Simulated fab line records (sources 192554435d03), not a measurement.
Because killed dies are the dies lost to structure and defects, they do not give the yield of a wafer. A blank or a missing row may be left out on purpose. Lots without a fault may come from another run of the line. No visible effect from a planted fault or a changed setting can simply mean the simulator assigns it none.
Which tool is to blame? || flow n5 finfet || route of 1938 steps, sampled at 1 step: 10 lots, 29 wafers

== WHAT THE GAUGES READ, wafer by wafer ==
N5_BEOL_M4_RC_MEAS_101.
{"lot": "L898", "measured": "day 9 08:02", "on": "prober-02", "DIBL_N (mV/V)": "36.5 36.4 35.1"}
{"lot": "L899", "measured": "day 9 11:49", "on": "prober-02", "DIBL_N (mV/V)": "36.7 36.7 33.5"}
{"lot": "L901", "measured": "day 9 22:49", "on": "prober-01", "DIBL_N (mV/V)": "36.7 35.8"}
{"lot": "L907", "measured": "day 11 07:01", "on": "prober-01", "DIBL_N (mV/V)": "33.3 34.2 36.2"}
{"lot": "L908", "measured": "day 11 12:44", "on": "prober-02", "DIBL_N (mV/V)": "35.8 35.1 36.3"}
{"lot": "L919", "measured": "day 14 03:56", "on": "prober-02", "DIBL_N (mV/V)": "35.4 35.7 38.8"}
{"lot": "L917", "measured": "day 14 05:24", "on": "prober-02", "DIBL_N (mV/V)": "35.8 33.6 34.9"}
{"lot": "L918", "measured": "day 14 16:58", "on": "prober-02", "DIBL_N (mV/V)": "35.5 36.1 35.4"}
{"lot": "L920", "measured": "day 15 06:46", "on": "prober-01", "DIBL_N (mV/V)": "35.3 35.7 37.0"}
{"lot": "L921", "measured": "day 15 11:20", "on": "prober-02", "DIBL_N (mV/V)": "34.3 31.8 33.2"}

== WHICH TOOL RAN EACH LOT (tool, then ch and the chambers of the sampled wafers, then the start) ==
No process step before these readings appears in the record.

== THE ANSWER, worked out from the rows above alone ==
Rule: the usual values come from the lots themselves. The widest of any qualifying gaps counts: lots, ordered by their means at a reading, are off when they make up no more than a third of the lots, leave a main group of 4 or more, and stand apart from it by 3 or more times the standard deviation of that group's means. A main group is skipped when, at the precision printed for the reading in the tables above, its means are all equal. Also off: a lot with no number at a reading for which 4 or more lots have one. Any other lot the step has rows for is counted as sound.
No lot is off on any of the readings shown, so nothing can be concluded from this.

== WHAT THE SIMULATOR PUT IN ==
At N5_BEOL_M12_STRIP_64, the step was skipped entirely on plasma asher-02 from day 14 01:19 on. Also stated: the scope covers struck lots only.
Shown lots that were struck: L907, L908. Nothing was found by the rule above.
